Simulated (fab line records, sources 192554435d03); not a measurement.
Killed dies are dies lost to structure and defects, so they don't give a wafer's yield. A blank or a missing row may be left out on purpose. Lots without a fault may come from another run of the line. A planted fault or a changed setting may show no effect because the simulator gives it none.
fab line records | flow n5_finfet
record lots=8 wafers=24 last_day=17
route steps=1938 shown BEOL_M0@721 BEOL_M4@1111 PASSIVATION@1936
lots that met no fault: from a run of the same line without faults
start_h: hours from the record's first day to the start of the lot's first wafer shown | wait_h: hours since the lot's step before | " the same as in the row above | L1.1+2: a row that stands for several wafers | - no value, or no start given | * or withheld: withheld | < > ~ a bound
route shown NAME@n: a module of which the file shows steps, and the number in the route of the first | usual: mean/standard deviation of fault-free wafers | same: alike in all rows | chamber/n: place in a boat | sites: the reading at each site | _std_site: their standard deviation | _edge_site: outer sites' mean less inner sites' | radius_mm: how far each site lies from the wafer's centre | mask NAME#n: copy n | behind: the tool/chamber that last shaped the wafer | hold: why the lot was held/for how many hours/how that ended | device: the transistor (n, p or np) that didn't switch | end of line: the same wafers' tests at the end of the route | a step without rows: its recipe alone | killed: dies lost to structure and defects at the first sort, not the wafer's yield | map: a wafer's dies, x killed, . not, _ none there
set.NAME: the setting as run; set.NAME@STEP: as run at that earlier step | model.NAME: the simulator's own value behind a step, which no gauge read
steps of the route over a sample of lots; a table a step, a row a wafer
services: from which hour (start_h, from the record's first day; less than 0 if before it) a tool's chamber was out of use, for how many hours, and why
## steps
# step N5_BEOL_M0_TRENCH_ETCH_107
# recipe chemistry=C4F6/O2 target_depth_a=328 target=SiOC time_s=16.4 ion_energy_ev=250 pressure_mtorr=30 source_w=355 bias_w=185 Ar_flow_sccm=300 C4F6_flow_sccm=10 O2_flow_sccm=10
# usual drypump_motor_current_A=5.7/0.52 oes_ar_750_au=0.78/0.078 oes_f_703_au=0.79/0.082 oes_o_777_au=0.79/0.081 oes_product_au=0.78/0.08 rf_vpp_V=664/15 showerhead_plenum_p_Torr=2.83/0.1 throttle_valve_pct=20.97/0.2
# columns lot.wafer tool chamber start_h wait_h drypump_motor_current_A oes_ar_750_au oes_f_703_au oes_o_777_au oes_product_au rf_hours_counter_h rf_vpp_V showerhead_plenum_p_Torr throttle_valve_pct
L820.1 rie_diel-04 0 147.71 0.0 6.1 0.76 0.77 0.77 0.76 132 658 2.97 20.98
L820.3 " 1 " " 5.8 0.91 0.92 0.92 0.89 30 640 2.91 21.11
L820.4 " 3 " " 4.9 0.74 0.75 0.76 0.73 147 669 2.75 21.15
L822.1 rie_diel-05 3 156.29 0.0 5.4 0.78 0.79 0.79 0.76 159 678 2.85 20.89
L822.5 " 1 " " 6.1 0.75 0.77 0.76 0.74 - 642 2.68 21.01
L822.6 " 2 " " 6.5 0.80 0.80 0.80 0.80 - 691 2.84 20.68
L824.2 rie_diel-05 1 172.85 0.0 6.1 0.73 0.76 0.75 0.73 196 642 2.68 21.02
L824.4 " 2 " " 6.5 0.80 0.79 0.80 0.80 126 689 2.84 20.66
L824.5 " 1 " " 6.1 0.74 0.76 0.75 0.74 - 643 2.68 21.03
L831.1 rie_diel-04 2 210.20 0.0 4.9 0.70 0.68 0.69 0.69 215 682 2.94 21.00
L831.4 " 3 " " 4.9 0.73 0.73 0.73 0.72 169 669 2.74 21.15
L831.6 " 1 " " 5.8 0.86 0.87 0.87 0.85 - 639 2.90 21.16
L833.4 rie_diel-04 1 224.45 0.0 5.8 0.86 0.87 0.87 0.84 62 639 2.90 21.18
L833.5 " 1 " " 5.8 0.86 0.87 0.87 0.83 - 639 2.90 21.17
L833.6 " 2 " " 4.9 0.69 0.68 0.69 0.69 - 680 2.94 20.99
L835.1 rie_diel-06 2 237.48 0.0 5.6 0.87 0.88 0.89 0.88 42 668 2.87 20.54
L835.4 " 1 " " 5.6 0.72 0.72 0.73 0.72 203 654 2.61 21.11
L835.6 " 2 " " 5.6 0.88 0.89 0.89 0.88 - 668 2.87 20.51
L837.1 rie_diel-06 3 252.53 0.0 5.1 0.86 0.86 0.86 0.87 37 670 2.78 20.72
L837.3 " 1 " " 5.6 0.72 0.73 0.73 0.71 209 654 2.61 21.13
L837.5 " 1 " " 5.6 0.72 0.73 0.73 0.72 - 654 2.61 21.12
L838.3 rie_diel-05 0 252.59 0.0 5.8 0.72 0.71 0.73 0.72 210 673 2.80 21.14
L838.4 " 3 " " 5.4 0.75 0.76 0.76 0.75 - 676 2.83 20.95
L838.6 " 0 " " 5.8 0.71 0.71 0.72 0.71 - 673 2.80 21.14
# step N5_BEOL_M0_ALD_136
# recipe material=TaN target_thk_a=* temp_c=275 ald_precursor_family=PDMAT ald_co_reactant=NH3 pressure_torr=3 carrier_flow_sccm=1500 pulse_time_s=2 purge_time_s=3 co_reactant_purge_time_s=2 co_reactant_pulse_time_s=3 ald_cycles=30 precursor_vessel_temp_c=75 precursor_vessel_pressure_torr=26.25 precursor_vessel_carrier_sccm=1000
# usual ald_cycles=30/0 chamber_pressure_Torr=3.000/0.0065 heater_power_w=425/54 precursor_vessel_carrier_sccm=1000.0/3
# columns lot.wafer tool chamber start_h wait_h ald_cycles chamber_pressure_Torr heater_power_w precursor_vessel_carrier_sccm since_wet_clean_h
L820.1 ald_metal-03 0 148.65 0.1 30 2.991 524 998.5 4427
L820.3 " 1 " " 30 3.005 467 991.5 4427
L820.4 " 3 " " 30 2.994 358 999.1 4427
L822.1 ald_metal-01 1 157.01 0.1 30 3.001 326 1005.0 2897
L822.5 " 2 " " 30 2.996 430 997.5 -
L822.6 " 3 " " 30 2.993 444 1001.9 -
L824.2 ald_metal-03 3 173.43 0.1 30 2.998 336 1001.4 4452
L824.4 " 0 " " 30 3.005 497 1000.9 4452
L824.5 " 0 " " 30 3.006 493 997.6 -
L831.1 ald_metal-03 1 211.16 0.1 30 2.997 478 1003.6 4489
L831.4 " 0 " " 30 3.001 494 997.8 -
L831.6 " 1 " " 37 2.999 477 998.0 -
L833.4 ald_metal-03 0 225.54 0.2 30 3.011 508 1002.0 4504
L833.5 " 3 " " 30 3.001 354 1003.1 -
L833.6 " 2 " " 37 2.998 424 995.0 -
L835.1 ald_metal-01 3 238.65 0.1 30 2.996 451 998.7 2978
L835.4 " 0 " " 30 3.007 412 1001.8 2978
L835.6 " 0 " " 30 2.990 417 997.5 -
L837.1 ald_metal-01 1 253.43 0.3 30 3.002 331 1002.0 2993
L837.3 " 0 " " 30 2.996 422 996.5 2993
L837.5 " 1 " " 30 3.013 325 1000.0 -
L838.3 ald_metal-02 2 253.47 0.3 30 2.992 444 997.6 6070
L838.4 " 1 " " 30 3.016 436 1004.1 6070
L838.6 " 1 " " 30 3.004 420 999.8 -
# step N5_BEOL_M0_ANNEAL_135
# recipe temp_c=400 time_s=60 ambient=vacuum
# usual heater_power_w=869/57
# columns lot.wafer tool chamber start_h wait_h heater_power_w
L820.1 pvd_sputter-03 - 151.20 0.0 854
L820.3 " - " " 1001
L820.4 " - " " 818
L822.1 pvd_sputter-02 - 157.71 0.0 852
L822.5 " - " " 862
L822.6 " - " " 885
L824.2 pvd_sputter-01 - 175.92 0.0 919
L824.4 " - " " 811
L824.5 " - " " 835
L831.1 pvd_sputter-03 - 212.86 0.0 867
L831.4 " - " " 803
L831.6 " - " " 828
L833.4 pvd_sputter-03 - 227.95 0.0 1000
L833.5 " - " " 828
L833.6 " - " " 847
L835.1 pvd_sputter-02 - 240.20 0.0 917
L835.4 " - " " 875
L835.6 " - " " 855
L837.1 pvd_sputter-03 - 255.86 0.0 802
L837.3 " - " " 1002
L837.5 " - " " 870
L838.3 pvd_sputter-03 - 256.30 0.0 821
L838.4 " - " " 798
L838.6 " - " " 817
# step N5_BEOL_M0_SPUTTER_141
# recipe material=Cu target_thk_a=40 temp_c=-20 chamber_pressure_pa=0.07 power_w=withheld time_s=7.37
# usual chuck_gas_flow_sccm=1.26/0.057 chuck_sensor_temp_C=-15.8/0.35 throttle_valve_pct=30.3/1
# columns lot.wafer tool chamber start_h wait_h chuck_gas_flow_sccm chuck_sensor_temp_C throttle_valve_pct
L820.1 pvd_sputter-03 - 151.24 0.0 1.15 -15.7 30.5
L820.3 " - " " 1.35 -15.4 28.7
L820.4 " - " " 1.30 -16.2 30.9
L822.1 pvd_sputter-02 - 157.75 0.0 1.27 -16.1 30.3
L822.5 " - " " 1.25 -16.1 30.5
L822.6 " - " " 1.24 -16.0 30.8
L824.2 pvd_sputter-01 - 175.96 0.0 1.27 -16.2 30.1
L824.4 " - " " 1.18 -15.7 30.4
L824.5 " - " " 1.31 -16.2 32.8
L831.1 pvd_sputter-03 - 212.90 0.0 1.27 -15.7 30.7
L831.4 " - " " 1.23 -15.4 28.6
L831.6 " - " " 1.26 -16.0 31.3
L833.4 pvd_sputter-03 - 227.99 0.0 1.28 -15.3 29.0
L833.5 " - " " 1.32 -16.0 31.2
L833.6 " - " " 1.27 -15.7 30.4
L835.1 pvd_sputter-02 - 240.24 0.0 1.24 -16.0 29.7
L835.4 " - " " 1.24 -15.8 30.8
L835.6 " - " " 1.24 -16.2 30.4
L837.1 pvd_sputter-03 - 255.90 0.0 1.27 -16.1 31.0
L837.3 " - " " 1.26 -15.5 29.1
L837.5 " - " " 1.24 -15.7 30.1
L838.3 pvd_sputter-03 - 256.34 0.0 1.22 -15.4 28.7
L838.4 " - " " 1.24 -16.1 30.9
L838.6 " - " " 1.13 -15.3 28.8
# step N5_BEOL_M0_CMP_120
# recipe stop_on=SiOC t_overpolish_s=6.9 down_force_psi=1 platen_rpm=50 clearing_platen_down_force_psi=1.5 clearing_platen_rpm=50 post_cmp_clean=cu_alkaline clearing_platen_pad_velocity_m_s=0.99484 pad_velocity_m_s=0.99484
# usual barrier_field_endpoint_s=3.63/0.12 clearing_platen_rpm=49.998/0.026 motor_current_A=6.2/0.49 slurry_filter_dp_kPa=13.53/0.15
# columns lot.wafer tool chamber start_h wait_h barrier_field_endpoint_s clearing_platen_rpm motor_current_A slurry_filter_dp_kPa
L820.4 cmp-04 3 151.73 0.1 3.41 49.965 6.0 13.37
L820.1 " 1 " " 3.45 50.024 6.7 13.50
L820.3 " 2 " " 3.49 50.048 6.3 13.41
L822.1 cmp-04 3 158.36 0.4 3.78 50.011 6.1 13.68
L822.6 " 0 " " 3.62 50.014 5.5 13.37
L822.5 " 1 " " 3.69 50.015 6.3 13.61
L824.2 cmp-04 2 176.58 0.3 3.54 50.004 6.5 13.64
L824.4 " 0 " " 3.44 50.013 5.6 13.62
L824.5 " 2 " " 3.36 49.989 6.4 13.84
L831.4 cmp-03 0 213.45 0.2 3.64 50.019 5.5 13.35
L831.1 " 1 " " 3.52 50.010 6.1 13.25
L831.6 " 3 " " 3.97 49.989 6.4 13.67
L833.4 cmp-04 2 228.52 0.2 3.80 50.068 6.7 13.45
L833.5 " 1 " " 3.78 49.964 6.3 13.49
L833.6 " 2 " " 4.25 49.976 6.5 13.40
L835.1 cmp-01 0 240.76 0.3 3.65 50.016 5.7 13.75
L835.4 " 3 " " 3.73 49.993 5.8 13.60
L835.6 " 0 " " 3.60 49.992 5.3 13.30
L837.3 cmp-01 2 256.43 0.2 3.57 49.946 6.7 13.67
L837.1 " 3 " " 3.46 49.986 5.7 13.38
L837.5 " 1 " " 3.63 50.049 6.1 13.36
L838.4 cmp-01 3 256.84 0.1 3.64 49.991 5.6 13.70
L838.3 " 1 " " 3.65 49.995 6.7 13.56
L838.6 " 3 " " 3.54 49.963 6.0 13.47
# step N5_BEOL_M4_RC_MEAS_101
# usual DIBL_N=35.9/1.9 DIBL_P=35.8/2.4 IOFF_N=0.15/0.031 IOFF_P=0.21/0.037 ION_N=672/13 ION_P=462/8.3 SS_N=71.5/0.72 SS_P=73.2/0.67 VT_N=250/3.4 VT_P=-250/3.4
# columns lot.wafer tool chamber start_h wait_h DIBL_N[mV/V] DIBL_P[mV/V] IOFF_N[nA/um] IOFF_P[nA/um] ION_N[uA/um] ION_P[uA/um] SS_N[mV/dec] SS_P[mV/dec] VT_N[mV] VT_P[mV]
L822.1 prober-02 0 203.01 0.0 35.9 36.7 0.16 0.22 684 462 70.7 73.4 248 -252
L822.5 " 0 " " 33.1 32.7 0.11 0.16 657 456 70.2 71.7 252 -254
L822.6 " 0 " " 36.3 36.9 0.17 0.22 678 460 71.2 73.2 247 -248
L820.1 prober-01 0 203.11 0.0 35.0 36.6 0.16 0.20 679 461 71.9 73.5 250 -252
L820.3 " 0 " " 32.6 33.3 0.12 0.16 660 455 71.3 72.5 253 -255
L820.4 " 0 " " 31.7 31.5 0.10 0.14 651 448 71.0 72.5 256 -254
L824.2 prober-02 0 220.61 0.2 37.3 35.6 0.15 0.20 661 455 72.2 73.8 252 -250
L824.4 " 0 " " 40.0 39.7 0.20 0.27 683 464 73.4 73.9 248 -249
L824.5 " 0 " " 34.2 33.6 0.11 0.18 652 455 71.5 72.0 255 -252
L831.1 prober-01 0 264.32 0.0 35.3 36.0 0.14 0.21 675 473 70.9 73.6 251 -248
L831.4 " 0 " " 35.6 35.1 0.14 0.19 669 460 70.4 73.2 252 -250
L831.6 " 0 " " 34.8 35.6 0.13 0.20 666 461 71.4 72.9 254 -251
L833.4 prober-01 0 287.27 0.5 35.1 33.9 0.13 0.17 674 463 71.7 72.8 254 -256
L833.5 " 0 " " 38.3 38.0 0.18 0.23 693 480 71.4 73.7 250 -249
L833.6 " 0 " " 37.1 36.6 0.16 0.20 674 455 72.0 73.1 251 -253
L835.1 prober-01 0 295.81 0.0 37.3 37.4 0.19 0.26 682 470 71.5 73.0 244 -246
L835.4 " 0 " " 35.4 36.2 0.16 0.23 676 472 70.8 73.6 247 -248
L835.6 " 0 " " 35.8 35.8 0.17 0.23 688 471 70.9 72.9 247 -248
L837.1 prober-01 0 310.02 0.0 38.1 39.6 0.19 0.26 677 462 72.5 74.5 246 -246
L837.3 " 0 " " 37.9 38.2 0.18 0.23 696 474 72.1 74.2 249 -248
L837.5 " 0 " " 35.8 37.0 0.15 0.20 674 464 71.2 74.0 251 -251
L838.3 prober-02 0 313.89 0.3 34.6 33.6 0.13 0.20 674 473 70.6 72.7 250 -251
L838.4 " 0 " " 36.8 35.7 0.17 0.23 690 475 71.4 73.0 249 -247
L838.6 " 0 " " 36.9 35.7 0.16 0.23 682 473 71.3 72.5 253 -247
# step N5_PASSIVATION_PROBE_49
# usual defect_limited_yield=91.6/1.2 killed_at_M0_to_M3=33/9.4 killed_at_M4_up=13/5.2 killed_at_contacts=13/5.6 killed_at_front_end=37/9.5 killed_at_other=4/3.1 killed_dies=99/15 killed_open=65/11 killed_short=32/7.5 sort_bin_5_function=4.9/0.77 sort_bin_6_memory=3.1/0.65 sort_n_pass=1081/15 sort_yield_pct=91.6/1.2
# same gross_dies=1180 killed_at_back_side=0 sort_bin_4_leakage[%]=0 sort_bin_8_speed[%]=0
# columns lot.wafer tool chamber start_h wait_h defect_limited_yield[%] killed_at_M0_to_M3 killed_at_M4_up killed_at_contacts killed_at_front_end killed_at_other killed_dies killed_open killed_short sort_bin_5_function[%] sort_bin_6_memory[%] sort_n_pass sort_yield_pct[%]
L824.2 prober-02 - 325.96 0.1 92.5 37 5 2 40 5 89 62 25 4.7 2.8 1091 92.5
L824.4 prober-02 - 326.06 0.2 92.4 33 11 5 36 5 90 54 35 4.1 3.1 1090 92.4
L824.5 prober-02 - 326.11 0.2 91.9 30 13 12 36 5 96 67 26 4.7 3.1 1084 91.9
L831.1 prober-01 - 374.78 0.0 91.3 38 15 8 35 7 103 72 31 4.7 3.9 1077 91.3
L831.4 prober-01 - 374.93 0.2 92.5 31 16 6 32 3 88 48 40 4.7 2.3 1092 92.5
L831.6 prober-01 - 375.03 0.3 91.9 47 9 9 27 4 96 59 37 5.1 3.0 1084 91.9
L833.4 prober-01 - 394.06 0.2 93.7 26 2 13 33 0 74 50 21 4.1 1.9 1106 93.7
L833.5 prober-01 - 394.11 0.2 90.9 48 14 9 34 2 107 74 33 5.6 3.3 1073 90.9
L833.6 prober-01 - 394.16 0.3 91.9 28 14 11 40 2 95 60 34 4.4 3.3 1085 91.9
# killed by level:class
L824.2 BEOL_M3:geometric_particle:open=15 BEOL_M1:geometric_particle:open=9 FIN_SAQP:geometric_particle:short=7 DUMMY_GATE:geometric_particle:open=7 ILD0:geometric_particle:open=6 BEOL_M0:geometric_particle:open=4 FIN_SAQP:geometric_particle:open=3 ILD0:geometric_particle:short=3
L824.4 BEOL_M3:geometric_particle:open=12 FIN_SAQP:geometric_particle:short=11 FIN_SAQP:geometric_particle:open=8 MOL_CONTACT_COAG:geometric_particle:open=5 BEOL_M0_SAQP:geometric_particle:open=5 BEOL_M0_SAQP:geometric_particle:short=4 BEOL_M1:geometric_particle:open=4 ILD0:geometric_particle:short=3
L824.5 MOL_CONTACT_COAG:geometric_particle:open=8 BEOL_M1:geometric_particle:open=8 FIN_SAQP:geometric_particle:open=7 DUMMY_GATE:geometric_particle:open=7 BEOL_M4:geometric_particle:open=7 BEOL_M3:geometric_particle:open=5 FIN_SAQP:geometric_particle:short=4 MOL_CONTACT_COAG:geometric_particle:short=4
L831.1 BEOL_M0_SAQP:geometric_particle:short=11 STI_FIN_REVEAL:geometric_particle:open=10 BEOL_M0_SAQP:geometric_particle:open=10 BEOL_M4:geometric_particle:open=8 MOL_CONTACT_COAG:geometric_particle:open=7 BEOL_M1:geometric_particle:open=6 DUMMY_GATE:geometric_particle:open=5 FIN_SAQP:geometric_particle:short=4
L831.4 FIN_SAQP:geometric_particle:short=11 BEOL_M0_SAQP:geometric_particle:short=9 BEOL_M4:geometric_particle:open=8 BEOL_M0_SAQP:geometric_particle:open=6 MOL_CONTACT_COAG:geometric_particle:open=5 BEOL_M4:geometric_particle:short=5 STI_FIN_REVEAL:geometric_particle:open=4 GATE_CUT:geometric_particle:open=3
L831.6 BEOL_M0_SAQP:geometric_particle:open=13 BEOL_M0_SAQP:geometric_particle:short=13 BEOL_M3:geometric_particle:open=9 MOL_CONTACT_COAG:geometric_particle:open=7 FIN_SAQP:geometric_particle:short=5 BEOL_M2:geometric_particle:open=5 STARTING-WAFER:geometric_particle:short=5 GATE_CUT:geometric_particle:short=4
L833.4 MOL_CONTACT_COAG:geometric_particle:open=13 DUMMY_GATE:geometric_particle:open=8 BEOL_M2:geometric_particle:open=8 BEOL_M0_SAQP:geometric_particle:short=6 STARTING-WAFER:geometric_particle:open=5 FIN_SAQP:geometric_particle:short=4 FIN_SAQP:geometric_particle:open=4 BEOL_M1:geometric_particle:open=4
L833.5 BEOL_M1:geometric_particle:open=15 FIN_SAQP:geometric_particle:open=11 BEOL_M0_SAQP:geometric_particle:open=10 MOL_CONTACT_COAG:geometric_particle:open=9 BEOL_M0_SAQP:geometric_particle:short=8 BEOL_M1:geometric_particle:short=7 FIN_SAQP:geometric_particle:short=6 DUMMY_GATE:geometric_particle:open=5
L833.6 FIN_SAQP:geometric_particle:open=15 BEOL_M0_SAQP:geometric_particle:short=11 MOL_CONTACT_COAG:geometric_particle:open=7 DUMMY_GATE:geometric_particle:open=6 STI_FIN_REVEAL:geometric_particle:open=6 BEOL_M0_SAQP:geometric_particle:open=6 BEOL_M4:geometric_particle:short=5 MOL_CONTACT_COAG:geometric_particle:short=4
## services
# columns tool chamber start_h hours kind
cmp-04 - 126.40 0.5 repair
pvd_sputter-01 - 129.15 1.9 repair
rie_diel-05 - 130.49 0.3 repair
cmp-04 - 132.51 3.9 repair
cmp-03 - 137.84 5.7 pm
ald_metal-01 - 144.94 6.0 pm
ald_metal-02 0 148.49 1.9 repair
ald_metal-03 - 156.11 8.7 pm
cmp-03 - 157.44 0.8 repair
rie_diel-04 0 167.03 32.6 repair
cmp-04 - 168.52 7.0 pm
cmp-03 - 178.16 0.6 repair
rie_diel-04 3 191.39 5.6 repair
cmp-03 - 192.81 6.1 repair
ald_metal-03 2 196.79 18.2 repair
cmp-04 - 202.78 8.0 repair
ald_metal-03 3 203.64 4.5 repair
cmp-01 - 208.03 0.7 repair
rie_diel-05 - 219.24 0.6 repair
rie_diel-06 - 226.50 4.3 pm
ald_metal-03 - 233.30 28.1 pm
pvd_sputter-02 - 238.19 1.5 repair
rie_diel-06 2 244.62 10.0 repair
rie_diel-05 1 249.20 16.5 repair
## key
first_sign step=N5_BEOL_M0_ALD_136 reading=ald_cycles direction=up sigmas=99+ usual=* struck=*
effect step=N5_BEOL_M0_CMP_120 reading=barrier_field_endpoint_s direction=up sigmas=3.9 usual=3.63 struck=4.11
met_at N5_BEOL_M0_ALD_136
struck_lots L831,L833
struck_wafers L831.6,L833.6
not_acting_at N5_BEOL_M0_TRENCH_ETCH_107,N5_BEOL_M0_ANNEAL_135,N5_BEOL_M0_SPUTTER_141
onset_between 173.43 211.16
fault kind=process_parameter_drift tool=ald_metal-03 chamber=- onset_h=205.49 steps=N5_BEOL_M0_ALD_136 channel=ald_cycles offset=* shape=step end_h=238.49 scope=struck_wafers_only acts_in=* stated=*
